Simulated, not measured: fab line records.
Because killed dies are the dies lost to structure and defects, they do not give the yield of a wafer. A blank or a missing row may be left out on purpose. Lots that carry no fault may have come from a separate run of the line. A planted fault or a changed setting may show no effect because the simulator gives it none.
fab line records	flow nand-harc
record: lots: 24	wafers: 72	last-day: 24
route steps=1159 shown A_CHANNEL_HOLE_D1@468 A_CHANNEL_FILL_D1@492 A_STAIRCASE@531
lots that met no fault: taken from a fault-free run of the same line
start-h: start of the lot's first displayed wafer, in hours after the record's first day	wait-h: hours since the lot's step before	" same as the row above	L1.1+2: a row that stands for several wafers	- either no value or no given start	* or withheld: withheld	< > ~ a bound
route shown NAME@n: a module of which the file shows steps, and the number in the route of the first	usual: mean/standard deviation of fault-free wafers	same: alike in all rows	chamber/n: place in a boat	sites: each site's reading	_std_site: standard deviation across them	_edge_site: outer sites' mean less inner sites'	radius-mm: how far each site lies from the wafer's centre	mask NAME#n: copy n	behind: the most recent tool/chamber to have shaped the wafer	hold: reason for holding the lot/hours on hold/outcome of the hold	device: names the non-switching transistor (n, p or np)	end of line: tests run on the same wafers once the route is complete	where a step has no rows: the recipe by itself	killed: at the first sort, the dies lost to defects and structure; wafer yield is something else	map: per-die view of a wafer (x killed, . not killed, _ where there is no die)
set.NAME: the setting as run; set.NAME@STEP: as run at that earlier step	model.NAME: the simulator's own value behind a step, which no gauge read
route steps across a sampled set of lots; one table per step, one row per wafer
services: when a tool's chamber went out of use (start-h, in hours from the record's first day, below 0 if earlier), for how many hours, and the reason
== steps ==
step: NHARC_A_CHANNEL_HOLE_D1_ETCH_34
recipe: target-depth-a: 1540	time-s: 77	cf4-flow-sccm: 100	chf3-flow-sccm: 30	ar-flow-sccm: 0	rf-w: 500	bias-w: 200	chemistry: CF4/CHF3
usual: drypump-motor-current-A: 5.8/0.3	mfc-ar-sccm: 0.002/0.0051	oes-product-au: 0.937/0.023	rf-vpp-V: 370.3/2.2	showerhead-plenum-p-Torr: 1.56/0.061	throttle-valve-pct: 16.803/0.01
lot.wafer	tool	chamber	start-h	wait-h	drypump-motor-current-A	mfc-ar-sccm	oes-product-au	rf-hours-counter-h	rf-vpp-V	showerhead-plenum-p-Torr	throttle-valve-pct
L074.2	rie-diel-07	3	-	-	5.6	0	0.959	10	368.3	1.50	16.822
L074.3	"	1	"	"	5.0	0	0.954	9	375.5	1.69	16.786
L074.5	"	0	"	"	5.7	0	0.949	-	367.7	1.49	16.801
L075.1	rie-diel-01	3	-	-	5.8	0.001	0.973	2	369.6	1.56	16.795
L075.3	"	0	"	"	5.6	0	0.999	2	372.3	1.64	16.815
L075.6	"	2	"	"	5.9	0	0.973	-	369.2	1.56	16.795
L078.4	rie-diel-09	3	-	-	5.7	0.016	0.913	7	373.7	1.61	16.812
L078.1	"	2	"	"	6.1	0	0.916	9	368.8	1.48	16.795
L078.5	"	3	"	"	5.7	0.016	0.914	-	371.4	1.61	16.811
L076.4	rie-diel-01	3	-	-	5.8	0.001	0.919	3	370.0	1.56	16.798
L076.3	"	0	"	"	5.7	0	0.945	3	373.0	1.64	16.805
L076.2	"	1	"	"	5.8	0	0.920	3	369.1	1.55	16.807
L079.4	rie-diel-07	0	-	-	5.7	0	0.905	11	369.4	1.49	16.800
L079.6	"	1	"	"	5.0	0	0.913	-	374.4	1.69	16.800
L079.5	"	2	"	"	5.6	0	0.923	-	367.6	1.48	16.800
L077.3	rie-diel-09	3	-	-	5.7	0.016	0.961	8	372.0	1.61	16.814
L077.5	"	2	"	"	6.1	0	0.966	-	368.2	1.48	16.796
L077.6	"	3	"	"	5.7	0.016	0.955	-	370.4	1.61	16.803
L080.4	rie-diel-09	2	-	-	6.1	0	0.964	10	367.3	1.48	16.824
L080.2	"	0	"	"	6.6	0	0.975	9	367.4	1.50	16.805
L080.5	"	3	"	"	5.7	0.016	0.964	-	370.6	1.61	16.807
L081.2	rie-diel-01	3	-	-	5.8	0.001	0.916	4	370.1	1.56	16.798
L081.6	"	3	"	"	5.8	0.001	0.913	-	370.1	1.56	16.798
L081.5	"	0	"	"	5.6	0	0.936	-	373.5	1.64	16.789
L083.1	rie-diel-01	2	-	-	5.9	0	0.932	5	370.4	1.55	16.798
L083.3	"	3	"	"	5.8	0.001	0.914	5	369.8	1.56	16.811
L083.5	"	1	"	"	5.8	0	0.919	-	369.4	1.55	16.819
L082.4	rie-diel-01	3	-	-	5.8	0.001	0.964	5	368.7	1.56	16.825
L082.1	"	1	"	"	5.8	0	0.958	6	368.4	1.55	16.804
L082.5	"	3	"	"	5.8	0.001	0.966	-	371.0	1.56	16.807
L084.1	rie-diel-01	0	-	-	5.6	0	0.943	5	373.1	1.64	16.785
L084.6	"	2	"	"	5.9	0	0.921	-	368.8	1.55	16.804
L084.5	"	3	"	"	5.8	0.001	0.916	-	368.2	1.56	16.812
L088.4	rie-diel-01	0	-	-	5.6	0	0.987	6	373.2	1.64	16.808
L088.1	"	1	"	"	5.8	0	0.950	7	368.9	1.55	16.798
L088.5	"	3	"	"	5.8	0.001	0.954	-	371.2	1.56	16.789
L087.1	rie-diel-09	0	-	-	6.5	0	0.944	12	367.7	1.50	16.812
L087.3	"	1	"	"	6.2	0	0.934	12	372.9	1.65	16.814
L087.5	"	2	"	"	6.1	0	0.925	-	366.4	1.48	16.818
L086.1	rie-diel-01	2	-	-	5.9	0	0.922	8	370.2	1.55	16.811
L086.5	"	3	"	"	5.8	0.001	0.915	-	370.5	1.56	16.796
L086.6	"	0	"	"	5.6	0	0.939	-	372.8	1.64	16.802
L085.1	rie-diel-09	0	-	-	6.5	0	0.934	12	367.7	1.50	16.791
L085.3	"	2	"	"	6.1	0	0.910	13	367.5	1.48	16.811
L085.5	"	3	"	"	5.7	0.016	0.910	-	372.9	1.61	16.803
L089.3	rie-diel-01	1	-	-	5.8	0	0.910	9	370.5	1.55	16.797
L089.4	"	3	"	"	5.8	0.001	0.900	8	370.0	1.56	16.807
L089.5	"	2	"	"	5.9	0	0.926	-	369.5	1.55	16.793
L090.1	rie-diel-09	2	-	-	6.1	0	0.965	0	367.1	1.48	16.816
L090.3	"	3	"	"	5.7	0.016	0.943	0	371.8	1.61	16.797
L090.5	"	3	"	"	5.7	0.016	0.934	-	371.5	1.61	16.808
L091.3	rie-diel-01	2	-	-	5.9	0	0.927	9	369.0	1.55	16.802
L091.1	"	3	"	"	5.8	0.001	0.917	9	370.1	1.56	16.777
L091.6	"	3	"	"	5.8	0.001	0.916	-	370.6	1.56	16.801
L093.3	rie-diel-07	1	-	-	5.0	0	0.929	3	373.1	1.68	16.820
L093.4	"	2	"	"	5.7	0	0.918	3	367.3	1.48	16.785
L093.6	"	3	"	"	5.6	0	0.941	-	367.6	1.50	16.802
L094.3	rie-diel-01	2	-	-	5.9	0	0.925	11	370.2	1.55	16.792
L094.1	"	0	"	"	5.6	0	0.944	9	372.4	1.64	16.801
L094.6	"	2	"	"	5.9	0	0.915	-	371.9	1.55	16.775
L092.2	rie-diel-09	3	-	-	5.7	0.016	0.906	2	371.7	1.61	16.803
L092.1	"	1	"	"	6.2	0	0.919	2	372.7	1.65	16.808
L092.6	"	3	"	"	5.7	0.016	0.915	-	373.2	1.61	16.806
L095.4	rie-diel-07	1	-	-	5.0	0	0.933	5	373.9	1.68	16.805
L095.5	"	0	"	"	5.7	0	0.921	-	367.5	1.49	16.786
L095.6	"	1	"	"	5.0	0	0.934	-	375.0	1.68	16.797
L096.1	rie-diel-09	1	-	-	6.2	0	0.960	3	373.2	1.65	16.814
L096.2	"	2	"	"	6.1	0	0.958	3	367.0	1.47	16.802
L096.5	"	3	"	"	5.7	0.016	0.942	-	372.3	1.61	16.793
L097.2	rie-diel-01	1	-	-	5.8	0	0.917	11	368.5	1.54	16.819
L097.1	"	2	"	"	5.9	0	0.928	12	368.7	1.55	16.803
L097.5	"	3	"	"	5.8	0.001	0.906	-	368.5	1.56	16.798
step: NHARC_A_CHANNEL_FILL_D1_ALD_02
recipe: target-thk-a: 60	pulse-time-s: 10	ald-cycles: 60	temp-c: 300	material: SiO2
usual: heater-power-w: 469/36	precursor-pulse-height-rel: 1.000/0.018
lot.wafer	tool	chamber	start-h	wait-h	heater-power-w	precursor-pulse-height-rel
L074.2	ald-hk-02	1	195.20	-	411	0.984
L074.3	"	3	"	"	472	1.010
L074.5	"	2	"	"	528	0.980
L075.1	ald-hk-02	2	197.34	-	532	1.003
L075.3	"	3	"	"	475	0.993
L075.6	"	1	"	"	405	1.028
L078.4	ald-hk-03	2	202.45	-	483	0.993
L078.1	"	3	"	"	497	0.998
L078.5	"	3	"	"	486	1.008
L076.2	ald-hk-03	2	203.05	-	492	0.981
L076.3	"	3	"	"	491	1.017
L076.4	"	0	"	"	426	1.007
L079.4	ald-hk-03	1	206.67	-	464	0.981
L079.5	"	1	"	"	463	1.031
L079.6	"	2	"	"	487	0.997
L077.3	ald-hk-02	3	207.47	-	482	0.997
L077.5	"	0	"	"	491	0.992
L077.6	"	1	"	"	418	0.994
L080.4	ald-hk-01	3	212.16	-	368	1.001
L080.2	"	0	"	"	473	1.008
L080.5	"	2	"	"	448	0.966
L081.2	ald-hk-02	1	222.59	-	424	1.006
L081.5	"	0	"	"	485	1.024
L081.6	"	1	"	"	415	0.979
L083.1	ald-hk-03	3	238.06	-	484	1.003
L083.3	"	0	"	"	438	0.961
L083.5	"	2	"	"	498	0.992
L082.1	ald-hk-01	0	240.09	-	458	1.002
L082.4	"	1	"	"	479	0.973
L082.5	"	1	"	"	471	1.013
L084.1	ald-hk-01	3	242.21	-	381	1.013
L084.6	"	1	"	"	475	1.009
L084.5	"	2	"	"	449	1.008
L088.1	ald-hk-02	3	256.80	-	488	1.018
L088.4	"	0	"	"	491	0.975
L088.5	"	2	"	"	523	0.994
L087.1	ald-hk-02	2	257.17	-	526	1.013
L087.3	"	1	"	"	418	0.997
L087.5	"	2	"	"	539	1.003
L086.1	ald-hk-02	0	261.12	-	486	0.973
L086.5	"	1	"	"	412	1.023
L086.6	"	2	"	"	524	1.014
L085.3	ald-hk-02	3	261.34	-	467	0.999
L085.1	"	1	"	"	405	0.963
L085.5	"	3	"	"	479	0.995
L089.3	ald-hk-03	1	273.37	-	471	1.024
L089.4	"	3	"	"	495	1.013
L089.5	"	1	"	"	470	0.955
L091.3	ald-hk-03	2	279.10	-	488	1.006
L091.1	"	1	"	"	463	1.014
L091.6	"	3	"	"	490	1.027
L090.1	ald-hk-02	1	279.14	-	410	1.009
L090.3	"	2	"	"	526	1.012
L090.5	"	0	"	"	485	1.014
L094.1	ald-hk-02	0	294.94	-	476	0.998
L094.3	"	3	"	"	498	0.994
L094.6	"	0	"	"	472	1.008
L093.3	ald-hk-02	0	295.45	-	490	0.999
L093.4	"	1	"	"	432	0.993
L093.6	"	3	"	"	514	1.002
L092.2	ald-hk-03	0	298.79	-	437	0.983
L092.1	"	1	"	"	436	0.991
L092.6	"	1	"	"	448	1.037
L095.4	ald-hk-03	3	306.61	-	481	1.030
L095.5	"	2	"	"	490	1.018
L095.6	"	3	"	"	497	1.014
L096.2	ald-hk-03	0	308.30	-	441	1.005
L096.1	"	2	"	"	484	0.999
L096.5	"	1	"	"	457	0.998
L097.2	ald-hk-01	1	319.57	-	473	0.998
L097.1	"	2	"	"	442	1.014
L097.5	"	1	"	"	482	0.990
step: NHARC_A_CHANNEL_FILL_D1_ALD_25
recipe: target-thk-a: 600	pulse-time-s: 10	ald-cycles: 600	temp-c: 300	material: SiOx
usual: heater-power-w: 462/40	precursor-pulse-height-rel: 1.001/0.021
lot.wafer	tool	chamber	start-h	wait-h	heater-power-w	precursor-pulse-height-rel
L075.3	ald-hk-03	0	231.79	0.1	432	0.995
L075.1	"	2	233.02	1.3	488	1.013
L075.6	"	0	234.25	2.5	425	1.013
L074.3	ald-hk-02	0	232.42	0.7	474	1.007
L074.2	"	1	"	"	398	0.994
L074.5	"	0	234.88	3.1	484	0.975
L076.2	ald-hk-02	1	238.58	0.5	413	1.021
L076.4	"	2	"	"	518	0.980
L076.3	"	3	"	"	490	0.968
L078.4	ald-hk-03	3	239.58	1.5	484	0.991
L078.1	"	0	"	"	428	0.997
L078.5	"	2	241.41	3.3	488	1.013
L077.3	ald-hk-02	3	242.87	0.0	490	1.014
L077.5	"	3	245.32	2.5	469	1.010
L077.6	"	0	"	"	488	1.004
L079.4	ald-hk-01	1	245.30	2.5	468	0.985
L079.6	"	2	"	"	440	0.991
L079.5	"	3	"	"	384	0.995
L080.4	ald-hk-02	3	249.05	0.7	475	0.996
L080.2	"	0	"	"	488	1.002
L080.5	"	3	251.53	3.2	472	1.018
L081.2	ald-hk-01	3	261.11	0.1	382	1.001
L081.6	"	3	263.58	2.5	374	0.987
L081.5	"	0	"	"	458	1.005
L084.1	ald-hk-03	3	275.34	0.1	494	1.007
L084.5	"	3	277.85	2.6	502	1.012
L084.6	"	0	"	"	428	1.007
L082.4	ald-hk-02	1	276.60	1.3	412	0.981
L082.1	"	2	"	"	532	1.012
L082.5	"	0	278.45	3.1	498	1.001
L083.3	ald-hk-01	2	276.74	1.4	448	0.993
L083.1	"	1	278.57	3.3	477	0.992
L083.5	"	3	279.78	4.5	380	1.012
L087.3	ald-hk-01	3	293.17	0.7	379	0.976
L087.1	"	0	"	"	455	1.015
L087.5	"	2	294.97	2.5	446	0.977
L088.4	ald-hk-03	2	293.17	0.7	502	0.983
L088.1	"	0	294.38	1.9	430	0.997
L088.5	"	2	295.60	3.1	477	1.005
L085.3	ald-hk-01	3	296.61	0.1	378	0.976
L085.1	"	0	"	"	453	0.985
L085.5	"	3	299.08	2.5	378	0.986
L086.1	ald-hk-02	2	297.22	0.7	505	0.974
L086.6	"	1	299.06	2.5	438	0.983
L086.5	"	2	"	"	516	1.003
L089.3	ald-hk-02	3	310.66	0.0	515	1.031
L089.4	"	1	311.89	1.3	425	1.007
L089.5	"	3	313.12	2.5	501	0.981
L090.3	ald-hk-03	0	315.88	0.1	438	0.984
L090.1	"	3	317.74	1.9	497	1.071
L090.5	"	0	"	"	437	0.982
L091.3	ald-hk-01	0	316.50	0.7	474	0.965
L091.1	"	2	317.73	1.9	450	0.980
L091.6	"	3	"	"	387	1.020
L094.1	ald-hk-01	0	330.89	0.1	453	1.033
L094.3	"	1	"	"	476	0.970
L094.6	"	1	333.95	3.1	486	0.987
L093.3	ald-hk-02	0	333.74	2.9	484	1.024
L093.4	"	2	335.00	4.2	512	1.003
L093.6	"	0	336.25	5.4	493	1.013
L092.2	ald-hk-03	3	335.05	0.1	531	0.981
L092.1	"	2	336.88	1.9	456	1.025
L092.6	"	0	338.10	3.1	464	0.991
L095.4	ald-hk-03	1	343.58	0.0	458	0.997
L095.5	"	1	346.05	2.5	468	1.005
L095.6	"	2	"	"	449	1.000
L096.2	ald-hk-01	1	343.59	0.1	489	1.051
L096.1	"	0	347.26	3.7	462	0.973
L096.5	"	1	348.49	5.0	489	0.994
L097.2	ald-hk-03	1	358.47	0.1	484	1.057
L097.1	"	3	359.69	1.3	539	1.015
L097.5	"	1	360.91	2.5	458	1.024
step: NHARC_A_CHANNEL_FILL_D1_RTA_24
recipe: temp-c: 1000	time-s: 5
usual: lamp-power-pct: 29.3/2.4	wafer_temp_C_max: 1004.5/0.98
lot.wafer	tool	chamber	start-h	wait-h	lamp-power-pct	wafer_temp_C_max
L075.1	rtp-anneal-01	0	243.62	0.0	31.2	1004.2
L075.3	"	0	"	"	31.2	1004.0
L075.6	"	0	"	"	31.2	1003.8
L074.2	rtp-anneal-02	0	243.65	0.1	26.2	1007.0
L074.3	"	0	"	"	26.2	1005.7
L074.5	"	0	"	"	26.2	1006.5
L078.1	rtp-anneal-02	0	250.18	0.0	26.2	1006.6
L078.4	"	0	"	"	26.2	1004.4
L078.5	"	0	"	"	26.3	1006.2
L076.2	rtp-anneal-02	0	250.38	0.2	26.2	1004.6
L076.3	"	0	"	"	26.2	1003.3
L076.4	"	0	"	"	26.2	1004.9
L077.3	rtp-anneal-01	0	254.73	0.1	31.1	1004.4
L077.5	"	0	"	"	31.2	1003.9
L077.6	"	0	"	"	31.2	1004.9
L079.4	rtp-anneal-01	0	255.09	0.3	31.2	1002.3
L079.5	"	0	"	"	31.2	1003.5
L079.6	"	0	"	"	31.2	1004.9
L080.2	rtp-anneal-01	0	260.33	0.1	31.2	1003.8
L080.4	"	0	"	"	31.2	1003.9
L080.5	"	0	"	"	31.2	1002.5
L081.2	rtp-anneal-02	0	273.02	0.1	26.3	1005.0
L081.5	"	0	"	"	26.2	1004.6
L081.6	"	0	"	"	26.3	1004.3
L084.1	rtp-anneal-02	0	287.17	0.0	26.2	1004.8
L084.5	"	0	"	"	26.2	1007.4
L084.6	"	0	"	"	26.3	1006.5
L083.1	rtp-anneal-01	0	287.17	0.0	31.2	1003.8
L083.3	"	0	"	"	31.3	1003.8
L083.5	"	0	"	"	31.2	1003.6
L082.1	rtp-anneal-01	0	287.34	0.2	31.2	1004.0
L082.4	"	0	"	"	31.2	1005.5
L082.5	"	0	"	"	31.2	1003.4
L088.1	rtp-anneal-01	0	304.37	0.1	31.2	1004.1
L088.4	"	0	"	"	31.3	1003.2
L088.5	"	0	"	"	31.2	1004.7
L087.1	rtp-anneal-01	0	304.54	0.2	31.3	1005.2
L087.3	"	0	"	"	31.1	1005.0
L087.5	"	0	"	"	31.2	1004.0
L085.1	rtp-anneal-01	0	308.32	0.0	31.3	1004.3
L085.3	"	0	"	"	31.2	1004.7
L085.5	"	0	"	"	31.2	1004.0
L086.1	rtp-anneal-01	0	308.50	0.2	31.2	1004.9
L086.5	"	0	"	"	31.2	1003.6
L086.6	"	0	"	"	31.2	1003.9
L089.3	rtp-anneal-01	0	322.58	0.1	31.2	1003.4
L089.4	"	0	"	"	31.2	1003.6
L089.5	"	0	"	"	31.2	1004.6
L090.1	rtp-anneal-02	0	327.55	0.0	26.2	1004.8
L090.3	"	0	"	"	26.2	1003.8
L090.5	"	0	"	"	26.2	1004.5
L091.1	rtp-anneal-01	0	327.55	0.0	31.2	1003.5
L091.3	"	0	"	"	31.2	1004.3
L091.6	"	0	"	"	31.2	1004.4
L094.1	rtp-anneal-02	0	342.57	0.0	26.2	1005.6
L094.3	"	0	"	"	26.3	1005.3
L094.6	"	0	"	"	26.2	1005.6
L092.1	rtp-anneal-01	0	345.65	0.0	31.2	1004.8
L092.2	"	0	"	"	31.3	1003.7
L092.6	"	0	"	"	31.2	1002.9
L093.3	rtp-anneal-02	0	345.70	0.1	26.2	1004.8
L093.4	"	0	"	"	26.3	1003.8
L093.6	"	0	"	"	26.2	1004.3
L095.4	rtp-anneal-01	0	355.48	0.1	31.2	1004.2
L095.5	"	0	"	"	31.2	1003.6
L095.6	"	0	"	"	31.2	1003.2
L096.1	rtp-anneal-02	0	358.88	0.0	26.2	1005.5
L096.2	"	0	"	"	26.3	1005.0
L096.5	"	0	"	"	26.2	1004.4
L097.1	rtp-anneal-01	0	370.13	0.0	31.3	1004.7
L097.2	"	0	"	"	31.2	1004.6
L097.5	"	0	"	"	31.2	1005.4
step: NHARC_A_CHANNEL_FILL_D1_INSPECT_13
usual: raw-defect-count: 294/110
lot.wafer	tool	chamber	start-h	wait-h	raw-defect-count
L074.2	defect-inspect-01	-	243.82	0.1	440
L074.3	"	-	"	"	226
L074.5	"	-	"	"	281
L075.1	defect-inspect-02	-	243.84	0.2	253
L075.3	"	-	"	"	302
L075.6	"	-	"	"	220
L078.1	defect-inspect-01	-	250.38	0.2	381
L078.4	"	-	"	"	288
L078.5	"	-	"	"	296
L076.2	defect-inspect-01	-	250.54	0.1	287
L076.3	"	-	"	"	504
L076.4	"	-	"	"	177
L077.3	defect-inspect-01	-	254.87	0.1	256
L077.5	"	-	"	"	408
L077.6	"	-	"	"	374
L079.4	defect-inspect-01	-	255.21	0.1	194
L079.5	"	-	"	"	332
L079.6	"	-	"	"	167
L080.2	defect-inspect-02	-	260.49	0.1	179
L080.4	"	-	"	"	184
L080.5	"	-	"	"	401
L081.2	defect-inspect-02	-	273.20	0.1	272
L081.5	"	-	"	"	248
L081.6	"	-	"	"	269
L083.1	defect-inspect-01	-	287.37	0.2	182
L083.3	"	-	"	"	328
L083.5	"	-	"	"	344
L084.1	defect-inspect-02	-	287.37	0.2	401
L084.5	"	-	"	"	267
L084.6	"	-	"	"	260
L082.1	defect-inspect-01	-	287.54	0.2	811
L082.4	"	-	"	"	365
L082.5	"	-	"	"	397
L088.1	defect-inspect-01	-	304.57	0.2	199
L088.4	"	-	"	"	208
L088.5	"	-	"	"	190
L087.1	defect-inspect-01	-	304.74	0.2	147
L087.3	"	-	"	"	170
L087.5	"	-	"	"	240
L085.1	defect-inspect-01	-	308.54	0.2	298
L085.3	"	-	"	"	206
L085.5	"	-	"	"	533
L086.1	defect-inspect-01	-	308.69	0.2	289
L086.5	"	-	"	"	211
L086.6	"	-	"	"	194
L089.3	defect-inspect-01	-	322.72	0.1	245
L089.4	"	-	"	"	208
L089.5	"	-	"	"	150
L090.1	defect-inspect-02	-	327.75	0.2	239
L090.3	"	-	"	"	109
L090.5	"	-	"	"	326
L091.1	defect-inspect-01	-	327.75	0.2	303
L091.3	"	-	"	"	291
L091.6	"	-	"	"	411
L094.1	defect-inspect-02	-	342.77	0.2	349
L094.3	"	-	"	"	505
L094.6	"	-	"	"	284
L093.3	defect-inspect-01	-	345.85	0.1	261
L093.4	"	-	"	"	140
L093.6	"	-	"	"	162
L092.1	defect-inspect-02	-	345.87	0.2	264
L092.2	"	-	"	"	237
L092.6	"	-	"	"	241
L095.4	defect-inspect-01	-	355.60	0.1	190
L095.5	"	-	"	"	178
L095.6	"	-	"	"	255
L096.1	defect-inspect-01	-	359.07	0.2	251
L096.2	"	-	"	"	219
L096.5	"	-	"	"	362
L097.1	defect-inspect-01	-	370.33	0.2	452
L097.2	"	-	"	"	645
L097.5	"	-	"	"	416
step: NHARC_A_STAIRCASE_ETCH_169
recipe: target-depth-a: 500	time-s: 107.1	ion-energy-ev: 120	ch3f-flow-sccm: 50	o2-flow-sccm: 30	ar-flow-sccm: 200	rf-w: 500	bias-w: 100	chemistry: CH3F/O2
usual: drypump-motor-current-A: 5.8/0.53	mfc-ar-sccm: 199.8/0.6	oes-product-au: 0.950/0.021	rf-vpp-V: 243.6/1.9	showerhead-plenum-p-Torr: 2.41/0.11	throttle-valve-pct: 20.663/0.0088
lot.wafer	tool	chamber	start-h	wait-h	drypump-motor-current-A	mfc-ar-sccm	oes-product-au	rf-hours-counter-h	rf-vpp-V	showerhead-plenum-p-Torr	throttle-valve-pct
L074.3	rie-diel-02	1	244.96	0.1	5.7	199.3	0.988	33	244.8	2.50	20.652
L074.2	"	3	"	"	4.9	200.1	0.956	27	244.7	2.52	20.659
L074.5	"	1	"	"	5.7	199.5	0.977	-	244.2	2.50	20.640
L075.3	rie-diel-08	0	245.11	0.1	5.8	198.5	0.978	41	241.5	2.32	20.672
L075.1	"	2	"	"	6.0	199.0	0.990	42	243.1	2.28	20.661
L075.6	"	3	"	"	6.0	201.7	0.980	-	243.6	2.43	20.670
L078.4	rie-diel-05	1	251.56	0.1	6.0	200.1	0.977	35	243.9	2.37	20.671
L078.1	"	2	"	"	6.4	199.8	0.966	30	248.1	2.65	20.670
L078.5	"	1	"	"	6.0	199.9	0.986	-	242.6	2.37	20.660
L076.4	rie-diel-05	3	251.76	0.1	4.8	200.1	0.981	27	242.2	2.39	20.670
L076.2	"	0	"	"	5.9	201.0	0.936	32	241.9	2.31	20.656
L076.3	"	2	"	"	6.4	200.4	0.977	30	247.6	2.65	20.657
L077.3	rie-diel-08	3	256.55	0.4	6.1	199.6	0.940	49	243.2	2.42	20.666
L077.6	"	1	"	"	6.5	199.5	0.940	-	241.1	2.32	20.676
L077.5	"	2	"	"	6.1	199.4	0.947	-	242.6	2.28	20.667
L079.4	rie-diel-08	2	256.78	0.2	6.0	200.5	0.939	46	240.4	2.28	20.661
L079.5	"	2	"	"	6.0	199.9	0.942	-	241.9	2.28	20.648
L079.6	"	3	"	"	6.0	198.9	0.927	-	243.4	2.42	20.672
L080.4	rie-diel-05	3	261.63	0.1	4.8	199.7	0.977	30	243.4	2.39	20.662
L080.2	"	2	"	"	6.4	199.8	0.993	35	246.3	2.65	20.659
L080.5	"	0	"	"	5.9	199.6	0.947	-	244.2	2.31	20.661
L081.2	rie-diel-05	2	274.21	0.1	6.3	200.1	0.926	38	247.7	2.64	20.663
L081.5	"	1	"	"	6.0	199.1	0.934	-	243.3	2.37	20.664
L081.6	"	2	"	"	6.3	199.7	0.943	-	246.7	2.64	20.656
L083.1	rie-diel-08	3	288.52	0.1	6.0	199.9	0.939	62	244.7	2.42	20.681
L083.3	"	0	"	"	5.8	200.1	0.945	59	241.8	2.31	20.649
L083.5	"	2	"	"	6.0	200.7	0.938	-	242.4	2.28	20.671
L084.1	rie-diel-05	2	288.66	0.1	6.4	200.1	0.936	41	247.5	2.64	20.672
L084.5	"	2	"	"	6.3	200.1	0.934	-	246.2	2.64	20.656
L084.6	"	3	"	"	4.8	199.2	0.940	-	244.5	2.39	20.653
L082.1	rie-diel-08	2	288.83	0.1	6.1	199.9	0.944	57	242.9	2.28	20.669
L082.4	"	0	"	"	5.8	199.6	0.943	59	242.3	2.31	20.680
L082.5	"	1	"	"	6.5	201.3	0.915	-	241.6	2.31	20.665
L088.1	rie-diel-02	0	305.87	0.1	6.3	198.8	0.916	54	242.5	2.41	20.662
L088.4	"	3	"	"	4.9	200.2	0.932	52	246.5	2.51	20.647
L088.5	"	1	"	"	5.7	200.3	0.924	-	244.2	2.49	20.654
L087.1	rie-diel-05	2	306.14	0.1	6.3	199.1	0.929	45	247.0	2.64	20.667
L087.3	"	3	"	"	4.8	199.2	0.923	43	242.4	2.39	20.675
L087.5	"	2	"	"	6.3	199.3	0.934	-	247.7	2.64	20.674
L085.1	rie-diel-05	0	310.20	0.2	5.9	200.4	0.901	51	242.1	2.31	20.664
L085.3	"	1	"	"	6.0	199.3	0.930	56	243.2	2.37	20.656
L085.5	"	3	"	"	4.8	200.0	0.929	-	242.1	2.39	20.659
L086.1	rie-diel-05	3	310.24	0.2	4.8	199.4	0.927	45	242.2	2.38	20.655
L086.5	"	3	"	"	4.8	200.2	0.939	-	243.8	2.38	20.664
L086.6	"	0	"	"	5.9	199.5	0.919	-	243.3	2.31	20.672
L089.3	rie-diel-02	3	323.86	0.1	4.9	199.6	0.962	63	245.1	2.50	20.658
L089.4	"	2	"	"	5.7	199.4	0.958	62	242.4	2.34	20.663
L089.5	"	3	"	"	4.9	199.7	0.953	-	244.9	2.50	20.671
L090.3	rie-diel-05	2	328.90	0.1	6.3	200.3	0.978	54	247.9	2.64	20.663
L090.1	"	1	"	"	6.0	200.4	0.979	66	242.9	2.36	20.658
L090.5	"	2	"	"	6.3	200.3	0.972	-	247.7	2.64	20.660
L091.3	rie-diel-08	1	329.06	0.1	6.5	199.5	0.953	9	242.2	2.31	20.667
L091.1	"	3	"	"	6.0	200.1	0.952	9	244.7	2.41	20.672
L091.6	"	1	"	"	6.5	199.6	0.949	-	243.7	2.31	20.664
L094.1	rie-diel-02	1	343.91	0.1	5.7	199.2	0.964	1	245.0	2.48	20.678
L094.3	"	3	"	"	4.9	199.5	0.985	2	245.2	2.50	20.660
L094.6	"	2	"	"	5.7	200.2	0.973	-	241.5	2.34	20.637
L093.4	rie-diel-08	1	346.99	0.1	6.4	199.3	0.941	17	241.5	2.31	20.673
L093.3	"	2	"	"	6.0	200.0	0.959	16	246.0	2.65	20.671
L093.6	"	0	"	"	5.9	199.2	0.966	-	241.6	2.30	20.661
L092.2	rie-diel-08	1	347.33	0.3	6.5	199.7	0.929	18	242.6	2.31	20.649
L092.1	"	2	"	"	6.1	200.3	0.940	16	247.1	2.65	20.651
L092.6	"	0	"	"	5.9	200.1	0.945	-	241.5	2.30	20.656
L095.4	rie-diel-05	3	357.50	0.1	4.8	200.3	0.970	3	242.0	2.38	20.678
L095.6	"	1	"	"	6.0	199.4	0.959	-	242.5	2.36	20.658
L095.5	"	2	"	"	6.4	200.5	0.958	-	248.0	2.63	20.658
L096.1	rie-diel-05	2	360.22	0.1	6.4	200.0	0.960	5	246.0	2.63	20.659
L096.2	"	0	"	"	5.9	199.2	0.938	4	241.1	2.30	20.670
L096.5	"	2	"	"	6.4	199.7	0.968	-	247.9	2.63	20.657
L097.1	rie-diel-02	3	371.53	0.1	4.9	199.9	0.983	14	243.7	2.50	20.660
L097.2	"	2	"	"	5.7	199.6	0.978	15	243.4	2.33	20.665
L097.5	"	0	"	"	6.3	199.5	0.962	-	243.8	2.40	20.668
== services ==
tool	chamber	start-h	hours	kind
rie-diel-05	0	164.74	7.0	repair
rie-diel-01	0	165.29	8.6	repair
rie-diel-01	-	168.63	0.4	repair
rie-diel-09	3	171.17	6.7	repair
rie-diel-09	-	177.28	1.7	repair
rie-diel-09	3	179.97	3.6	repair
rie-diel-02	3	182.72	15.7	repair
ald-hk-03	-	189.49	0.9	repair
rie-diel-08	1	192.39	5.7	repair
rie-diel-02	2	194.55	5.0	repair
ald-hk-01	-	230.09	10.0	pm
rie-diel-09	-	254.10	9.0	pm
rie-diel-08	1	266.83	8.9	repair
ald-hk-01	-	271.73	5.0	repair
ald-hk-02	-	282.55	10.0	pm
rie-diel-05	2	290.67	5.8	repair
rie-diel-09	0	292.69	12.4	repair
rtp-anneal-02	-	300.00	12.0	pm
rie-diel-08	-	302.57	9.0	pm
rie-diel-01	-	314.80	9.0	pm
ald-hk-03	-	324.58	10.0	pm
rie-diel-05	0	326.59	4.0	repair
rie-diel-02	-	327.84	9.0	pm
rie-diel-05	-	340.75	9.0	pm
== key ==
fault none
